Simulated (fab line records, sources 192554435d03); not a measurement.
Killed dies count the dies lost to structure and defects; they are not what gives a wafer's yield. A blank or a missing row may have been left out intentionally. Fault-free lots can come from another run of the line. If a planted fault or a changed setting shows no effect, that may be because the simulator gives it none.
The tool behind it: which one?    flow n5_finfet    9 lots with 26 wafers sampled at 5 steps, on a route of 1938 steps

WHAT THE GAUGES READ, wafer by wafer
N5_HKMG_FIN_CD_MEAS_12 targets a cd of 92.8 nm. Usual: 92.5 nm for cd_nm, sd 0.59.
lot   measured      on         cd_nm (nm)      flag
L988  day 5 07:10   cd_sem-03  92.1 92.5       
L990  day 5 22:31   cd_sem-01  93.6 92.4 93.0  
L991  day 6 04:00   cd_sem-03  92.6 93.2 93.3  
L997  day 7 08:20   cd_sem-02  92.1 92.5 92.0  
L998  day 7 17:50   cd_sem-01  92.0 92.1 91.3  
L999  day 8 03:43   cd_sem-02  94.2 92.7 92.9  
L102  day 8 15:41   cd_sem-02  92.6 92.7 92.7  
L107  day 10 05:27  cd_sem-02  93.3 92.7 93.1  
L106  day 10 08:30  cd_sem-03  93.3 91.7 92.0  

N5_BEOL_M4_RC_MEAS_101. Usual: DIBL_N 36.0 mV/V, standard deviation 1.9; DIBL_P 36.0 mV/V, standard deviation 2.1; IOFF_N 0.155 nA/um, standard deviation 0.029; IOFF_N_85C 3.0 nA/um, standard deviation 0.46; IOFF_N_LIN 0.072 nA/um, standard deviation 0.011; IOFF_N_LONG 5.52e-05 nA/um, standard deviation 2.9e-06; IOFF_P 0.20 nA/um, standard deviation 0.032; IOFF_P_85C 3.6 nA/um, standard deviation 0.48; IOFF_P_LIN 0.097 nA/um, standard deviation 0.011; IOFF_P_LONG 0.000104 nA/um, standard deviation 8.9e-06; ION_N 672 uA/um, standard deviation 11; ION_P 461 uA/um, standard deviation 6.9; SS_N 71.5 mV/dec, standard deviation 0.58; SS_P 73.2 mV/dec, standard deviation 0.64; VT_N 250.4 mV, standard deviation 2.9; VT_N_LONG 275.2 mV, standard deviation 1.9; VT_N_LVT 98 mV, standard deviation 3.1; VT_P -251.0 mV, standard deviation 2.8; VT_P_LONG -276 mV, standard deviation 3.2; VT_P_LVT -99.1 mV, standard deviation 2.8.
lot   measured      on         DIBL_N (mV/V)   DIBL_P (mV/V)   IOFF_N (nA/um)     IOFF_N_85C (nA/um)  IOFF_N_LIN (nA/um)  IOFF_N_LONG (nA/um)         IOFF_P (nA/um)  IOFF_P_85C (nA/um)  IOFF_P_LIN (nA/um)  IOFF_P_LONG (nA/um)         ION_N (uA/um)  ION_P (uA/um)  SS_N (mV/dec)   SS_P (mV/dec)   VT_N (mV)          VT_N_LONG (mV)     VT_N_LVT (mV)  VT_P (mV)             VT_P_LONG (mV)  VT_P_LVT (mV)        flag
L988  day 9 18:07   prober-01  34.8 36.1       34.1 35.2       0.124 0.143        2.5 2.8             0.060 0.067         5.47e-05 5.45e-05           0.19 0.20       3.3 3.6             0.095 0.100         0.000118 0.000115           666 660        460 460        71.1 71.8       72.9 73.1       252.0 251.5        277.3 277.6        101 101        -249.1 -249.3         -272 -274       -100.0 -98.4         
L990  day 10 05:05  prober-01  34.8 37.0 38.5  33.1 35.7 36.5  0.127 0.158 0.182  2.6 3.1 3.5         0.065 0.076 0.081   5.73e-05 5.67e-05 5.72e-05  0.15 0.19 0.20  2.7 3.3 3.4         0.076 0.089 0.091   9.4e-05 9.4e-05 9.6e-05     676 684 675    453 462 454    70.1 71.7 71.5  72.5 73.2 73.5  249.6 250.7 249.8  273.1 273.5 276.8  99 96 97       -256.0 -252.9 -251.3  -278 -280 -276  -103.8 -100.0 -99.7  
L991  day 10 07:43  prober-02  37.7 36.1 38.0  38.7 36.5 38.1  0.197 0.157 0.179  3.8 3.1 3.5         0.087 0.074 0.080   5.4e-05 5.47e-05 5.51e-05   0.25 0.22 0.23  4.2 3.7 3.9         0.112 0.100 0.104   9.7e-05 0.000104 0.000103   671 675 665    459 459 453    72.4 71.7 72.1  73.5 74.0 73.7  246.4 251.4 249.0  273.7 275.2 277.8  94 95 96       -249.8 -250.4 -251.9  -280 -278 -278  -94.7 -95.5 -96.4    
L997  day 11 06:49  prober-01  35.9 34.2 37.2  36.1 34.0 36.8  0.000 0.000 0.000  0.0 0.0 0.0         0.000 0.000 0.000   4.8e-05 4.8e-05 4.91e-05    4.33 3.62 4.61  45.8 39.0 47.7      2.016 1.777 2.115   0.001897 0.00186 0.001889   95 90 97       583 568 582    71.9 71.5 72.0  73.4 73.0 74.3  535.6 546.2 540.7  570.3 569.2 569.1  391 394 390    -165.8 -167.3 -165.8  -188 -190 -188  -12.5 -15.0 -11.9    OFF
L998  day 11 16:44  prober-01  35.7 33.4 33.0  35.4 32.3 32.2  0.000 0.000 0.000  0.0 0.0 0.0         0.000 0.000 0.000   4.8e-05 4.75e-05 4.78e-05   4.89 3.85 3.74  49.9 41.1 39.7      2.262 1.905 1.903   0.002145 0.002198 0.002197  92 91 91       588 583 586    70.7 70.2 70.9  73.5 73.1 72.9  539.7 545.5 539.9  567.7 567.0 563.4  390 393 396    -162.4 -164.8 -164.0  -183 -183 -184  -11.1 -14.4 -14.3    OFF
L999  day 12 00:05  prober-01  36.6 35.1 34.9  38.4 36.3 36.3  0.000 0.000 0.000  0.0 0.0 0.0         0.000 0.000 0.000   4.52e-05 4.55e-05 4.56e-05  4.58 3.89 4.05  48.8 42.1 43.7      2.033 1.800 1.864   0.001721 0.001767 0.001728  95 95 93       585 584 583    71.1 71.1 71.4  73.3 73.1 72.7  542.9 541.6 540.1  568.9 570.0 569.5  389 388 393    -165.8 -168.7 -167.7  -191 -190 -189  -13.8 -16.3 -15.2    OFF
L102  day 12 19:56  prober-02  36.7 37.2 38.1  37.7 38.2 40.4  0.173 0.186 0.202  3.3 3.5 3.8         0.079 0.084 0.092   5.82e-05 5.73e-05 5.66e-05  0.23 0.24 0.28  4.0 4.2 4.8         0.109 0.111 0.124   0.000117 0.000115 0.000114  684 669 688    470 460 475    71.7 71.4 72.0  73.8 74.2 74.6  248.6 245.9 245.9  274.5 274.5 274.6  96 96 93       -248.9 -247.8 -245.5  -273 -275 -275  -96.3 -95.9 -93.8    
L107  day 13 23:31  prober-01  37.5 35.8 38.0  36.0 34.7 36.4  0.179 0.147 0.173  3.4 2.9 3.3         0.083 0.071 0.076   5.52e-05 5.51e-05 5.44e-05  0.23 0.20 0.24  3.9 3.5 4.0         0.105 0.097 0.105   9.9e-05 9.7e-05 9.9e-05     672 678 657    465 460 450    71.6 71.1 71.5  73.9 72.9 73.8  248.6 251.6 248.6  273.6 275.9 275.9  93 96 97       -246.8 -250.3 -252.1  -280 -281 -280  -96.9 -98.4 -97.9    
L106  day 14 01:47  prober-01  34.4 33.3 32.8  35.1 33.1 33.0  0.149 0.118 0.119  3.0 2.5 2.5         0.072 0.058 0.062   5.49e-05 5.47e-05 5.43e-05  0.19 0.15 0.16  3.4 2.8 3.0         0.093 0.079 0.085   9.7e-05 9.8e-05 0.000102    682 661 674    466 450 462    71.6 71.0 70.4  73.0 72.6 72.9  252.9 255.5 251.2  276.7 275.4 276.9  95 100 98      -249.1 -255.7 -253.9  -278 -279 -279  -98.9 -102.1 -100.1  

TOOL THAT RAN EACH LOT (tool first, then ch and the chambers of the sampled wafers, then the start)
lot   N5_HKMG_FIN_STRIP_92                N5_HKMG_FIN_NWFM_ALD_20              N5_HKMG_FIN_ALD_72
L988  rie_diel-02 ch 1,3, day 5 07:58     ald_metal-02 ch 1,3, day 5 09:56     cvd_w-01 ch 0, day 5 11:33
L990  rie_diel-02 ch 0,3, day 5 23:11     ald_metal-04 ch 2,3, day 6 00:46     cvd_w-02 ch 0,1, day 6 02:46
L991  rie_diel-06 ch 0,1,2, day 6 04:32   ald_metal-03 ch 0,1, day 6 06:12     cvd_w-02 ch 0,1, day 6 07:44
L997  rie_diel-02 ch 0,2, day 7 08:53     ald_metal-04 ch 1,3, day 7 10:23     cvd_w-01 ch 0,1, day 7 12:07
L998  rie_diel-03 ch 1,2,3, day 7 18:23   ald_metal-03 ch 2,3, day 7 19:53     cvd_w-01 ch 0,1, day 7 21:27
L999  rie_diel-06 ch 0,1,3, day 8 04:15   ald_metal-04 ch 0,2,3, day 8 05:59   cvd_w-02 ch 0, day 8 07:34
L102  rie_diel-03 ch 1,2,3, day 8 16:14   ald_metal-04 ch 0,1,2, day 8 17:44   cvd_w-01 ch 0,1, day 8 19:17
L107  rie_diel-03 ch 1,2,3, day 10 05:59  ald_metal-03 ch 2,3, day 10 07:31    cvd_w-02 ch 0,1, day 10 09:05
L106  rie_diel-03 ch 0,2,3, day 10 09:16  ald_metal-03 ch 0,1,3, day 10 10:49  cvd_w-02 ch 0,1, day 10 12:21
- N5_HKMG_FIN_STRIP_92: strips SOC in N2/H2, time 20 s.
- N5_HKMG_FIN_NWFM_ALD_20: deposits TiAlC, target thk 2 nm, pulse time 3 s, purge time 2 s.
- N5_HKMG_FIN_ALD_72: deposits W, target thk 2 nm, pulse time 1 s, purge time 2 s.

WHAT THE TOOLS THEMSELVES READ (means of the sampled wafers that have a number; where no wafer has one, the mark that the record gives instead)
N5_HKMG_FIN_STRIP_92. Usual: drypump_motor_current_A 5.6 A, standard deviation 0.5; oes_product_au 0.83 a.u., standard deviation 0.067; rf_vpp_V 54.2 V, standard deviation 0.89; showerhead_plenum_p_Torr 3.37 Torr, standard deviation 0.09; throttle_valve_pct 18.9 %, standard deviation 0.48.
lot   tool         drypump_motor_current_A (A)  oes_product_au (a.u.)  rf_vpp_V (V)  showerhead_plenum_p_Torr (Torr)  throttle_valve_pct (%)  flag
L988  rie_diel-02  5.2                          0.84                   53.8          3.40                             18.9                    
L990  rie_diel-02  5.4                          0.74                   54.8          3.41                             19.1                    
L991  rie_diel-06  5.5                          0.82                   53.8          3.25                             18.7                    
L997  rie_diel-02  5.3                          0.86                   55.0          3.32                             19.6                    
L998  rie_diel-03  5.9                          0.84                   54.1          3.40                             18.8                    
L999  rie_diel-06  5.9                          0.80                   53.3          3.29                             19.1                    
L102  rie_diel-03  5.9                          0.84                   54.4          3.40                             18.8                    
L107  rie_diel-03  5.9                          0.83                   54.4          3.39                             18.8                    
L106  rie_diel-03  5.7                          0.81                   55.1          3.43                             18.6                    

N5_HKMG_FIN_NWFM_ALD_20. Usual: chamber_pressure_Torr 2.999 Torr, standard deviation 0.0064; heater_power_w 494 W, standard deviation 41; precursor_pulse_height_rel 0.999, standard deviation 0.018.
lot   tool          chamber_pressure_Torr (Torr)  heater_power_w (W)  precursor_pulse_height_rel  flag
L988  ald_metal-02  2.999                         510                 0.999                       
L990  ald_metal-04  2.997                         491                 0.971                       
L991  ald_metal-03  3.006                         538                 0.985                       
L997  ald_metal-04  -                             -                   -                           OFF
L998  ald_metal-03  -                             -                   -                           OFF
L999  ald_metal-04  -                             -                   -                           OFF
L102  ald_metal-04  2.998                         480                 0.999                       
L107  ald_metal-03  2.992                         512                 1.005                       
L106  ald_metal-03  3.006                         513                 1.027                       

N5_HKMG_FIN_ALD_72. Usual: chamber_pressure_Torr 7.499 Torr, standard deviation 0.016; heater_power_w 467 W, standard deviation 38; precursor_pulse_height_rel 1.002, standard deviation 0.018.
lot   tool      chamber_pressure_Torr (Torr)  heater_power_w (W)  precursor_pulse_height_rel  flag
L988  cvd_w-01  7.514                         500                 0.995                       
L990  cvd_w-02  7.521                         438                 1.013                       
L991  cvd_w-02  7.488                         463                 1.000                       
L997  cvd_w-01  7.485                         494                 0.995                       
L998  cvd_w-01  7.496                         499                 1.000                       
L999  cvd_w-02  7.500                         405                 1.000                       
L102  cvd_w-01  7.509                         499                 1.005                       
L107  cvd_w-02  7.496                         475                 1.006                       
L106  cvd_w-02  7.502                         439                 0.979                       

THE ANSWER, worked out from the rows above alone
Rule: lot off if the mean of its wafers having a number is beyond 3 standard deviations from the usual mean. A lot without any number at a reading at which 4 lots or more have one is off too. The other lots that the step has rows for count as sound. The gauges are gone through in route order, then the tools' own readings, and for those a lot's mean is taken as printed above. The first step at which some lot is off is used, and at that step the reading that is off furthest; a lot without a number counts as furthest.
Off: L997, L998, L999, seen at N5_BEOL_M4_RC_MEAS_101 (IOFF_P_LONG).
If a tool, at a process step before that reading, ran all the lots that are off and no sound lot after the first of them, it fits. The gauges at N5_BEOL_M4_RC_MEAS_101 aren't tried: what is off there is off at N5_HKMG_FIN_NWFM_ALD_20 too, on other tools, and a gauge's error can't cause that. None of those tried fits.

WHAT THE SIMULATOR PUT IN
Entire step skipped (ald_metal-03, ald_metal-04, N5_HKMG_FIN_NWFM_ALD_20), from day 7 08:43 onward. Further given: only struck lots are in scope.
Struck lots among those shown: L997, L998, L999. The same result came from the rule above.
